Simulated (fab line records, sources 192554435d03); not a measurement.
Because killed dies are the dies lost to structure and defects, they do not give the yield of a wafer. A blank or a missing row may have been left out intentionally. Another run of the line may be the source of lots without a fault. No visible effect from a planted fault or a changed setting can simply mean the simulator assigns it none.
Chamber matching ; flow n5-finfet ; 3 sister chambers for N5_BEOL_M3_PRE_CLEAN_60 on cvd-co-01
The step time 15 s. 3 wafers are shown with their chamber, then 12 later ones without.

WAFERS WITH THEIR CHAMBER
wafer;chamber;heater-power-w (W)
L088.3;1;66
L092.3;2;93
L092.5;0;93

WAFERS WHOSE CHAMBER IS MISSING
wafer;heater-power-w (W)
L095.3;96
L095.4;91
L095.5;64
L094.2;93
L094.3;92
L094.5;93
L097.1;93
L097.2;92
L097.3;66
L096.3;91
L096.4;94
L096.5;65

CHAMBER TAKEN BY EACH
wafer;from the rows above;in truth
L095.3;can't be placed: 0 or 2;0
L095.4;can't be placed: 0 or 2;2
L095.5;1;1
L094.2;can't be placed: 0 or 2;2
L094.3;can't be placed: 0 or 2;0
L094.5;can't be placed: 0 or 2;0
L097.1;can't be placed: 0 or 2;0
L097.2;can't be placed: 0 or 2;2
L097.3;1;1
L096.3;can't be placed: 0 or 2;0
L096.4;can't be placed: 0 or 2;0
L096.5;1;1
Placed correctly: 3 of 12. Unplaceable from these rows: 9, with the true chamber sitting among the candidates in 9. Placed wrongly: 0.
How it was worked out, from the rows above alone: a wafer's distance from a chamber is the root of the sum, over the readings, of the square of ((its reading less the chamber's mean) divided by the reading's scatter). The wafer belongs to the nearest chamber; if the next one is less than 2 further off, it can't be placed. For every chamber, the mean is computed from those of its wafers that are shown. The scatter (one wafer shown for each chamber): square how far every hidden wafer sits from the nearest shown wafer, average those squares and take the square root.
